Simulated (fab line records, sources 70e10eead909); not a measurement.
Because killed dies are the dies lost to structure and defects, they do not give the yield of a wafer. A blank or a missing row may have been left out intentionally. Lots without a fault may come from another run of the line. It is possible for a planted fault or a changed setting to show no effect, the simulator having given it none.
A struck lot beside a sound one -- flow nand harc -- 14 out of 1302 route steps
Sound: wafers L138.1, L138.5, L138.6. Struck: wafer L133.3. (L133.2, L133.4 of the same lot were not struck and are left out.) The cause comes at the end.
For every step that has rows: the tool of each side, followed by ch and its chambers, followed by its first start. Under that, the readings that differ: sound wafers -- struck wafers -- difference of the means -- sigmas: that difference in standard deviations of wafers without a fault.
alike: same words and numbers on both sides, and readings whose means sit less than 2 such deviations apart. not compared: any withheld reading, any reading some wafer has no value for, any bound like >300 that may hide the same value, and any number with overlapping values for which the record gives no deviation.
Wherever a step has rows on one side only, a row that says differs or no value, or a row with sigmas, the two part there. When numbers do not overlap yet have no deviation, they are printed without sigmas and do not part them. Lack of a reading on every wafer of one side parts them only where that side has two or more wafers.

NHARC_A_CHANNEL_FILL_D2_ALD_16: deposits SiO2, target thk 1.5 nm, pulse time 10 s, ald cycles 15.
  sound on ald hk-03 ch 0,1,2, day 20 21:24; struck on ald hk-03 ch 3, day 18 22:22
  alike: heater power outer w, heater power w, precursor pulse height rel
then, 3 steps without rows for these wafers: NHARC_A_CHANNEL_FILL_D2_ANNEAL_17 (time 1800 s); NHARC_A_CHANNEL_FILL_D2_CVD_18 (deposits poly-Si, target thk 3 nm); NHARC_A_CHANNEL_FILL_D2_ETCHBACK_19 (etches the open film in HBr/Cl2, target depth 5 nm, time 1.7 s).
NHARC_A_CHANNEL_FILL_D2_ETCHBACK_20: etches the open film in C4F8/O2/Ar, target depth 27 nm, time 13.5 s.
  sound on rie diel-12 ch 0,2,3, day 21 09:25; struck on rie diel-12 ch 2, day 19 07:50
  alike: oes product au, rf vpp V
  not compared: rf hours counter h
NHARC_A_CHANNEL_FILL_D2_STRIP_28: strips in O2, time 20 s.
  sound on rie diel-12 ch 0,1, day 21 09:30; struck on rie diel-12 ch 0, day 19 07:56
reading,sound,struck,difference,sigmas
rf vpp V (V),57.9 58.1 58.7,56.6,-1.6,-2
  alike: drypump motor current A, mfc ar sccm, oes product au, showerhead plenum p Torr, throttle valve pct
  not compared: rf hours counter h
then, 4 steps without rows for these wafers: NHARC_A_CHANNEL_FILL_D2_PRECLEAN_21 (cleans in dHF, time 30 s); NHARC_A_CHANNEL_FILL_D2_SRD_23; NHARC_A_CHANNEL_FILL_D2_CVD_05 (deposits poly-Si, target thk 5 nm); NHARC_A_CHANNEL_FILL_D2_ANNEAL_22 (time 7200 s).
NHARC_A_CHANNEL_FILL_D2_ALD_25: deposits SiOx, target thk 60 nm, pulse time 10 s, ald cycles 600.
  sound on ald hk-03 ch 0,1,3, day 21 23:04; struck on ald hk-02 ch 2, day 19 20:06
  alike: heater power outer w, heater power w, precursor pulse height rel
NHARC_A_CHANNEL_FILL_D2_ETCHBACK_08: etches the open film in C4F8, target depth 220 nm, time 110 s.
  sound on rie diel-12 ch 1,2, day 22 03:25; struck on rie diel-07 ch 0, day 20 01:40
reading,sound,struck,difference,sigmas
oes product au (a.u.),0.92 0.93 0.93,1.25,+0.32,+8
  alike: rf vpp V
  not compared: rf hours counter h
NHARC_A_CHANNEL_FILL_D2_STRIP_29: strips in O2, time 20 s.
  sound: rie diel-12 ch 1,2; struck: rie diel-07 ch 0
reading,sound,struck,difference,sigmas
mfc ar sccm (sccm),0.012 0.004 0.012,0.036,+0.027,+2
  alike: drypump motor current A, oes product au, rf vpp V, showerhead plenum p Torr, throttle valve pct
  not compared: rf hours counter h
then, 1 step without rows for these wafers: NHARC_END_SORT_01.

## WHERE THEY PART
Last at NHARC_A_CHANNEL_FILL_D2_STRIP_29 as far as this record goes, first at NHARC_A_CHANNEL_FILL_D2_STRIP_28.

WHY: the cause the simulator had injected
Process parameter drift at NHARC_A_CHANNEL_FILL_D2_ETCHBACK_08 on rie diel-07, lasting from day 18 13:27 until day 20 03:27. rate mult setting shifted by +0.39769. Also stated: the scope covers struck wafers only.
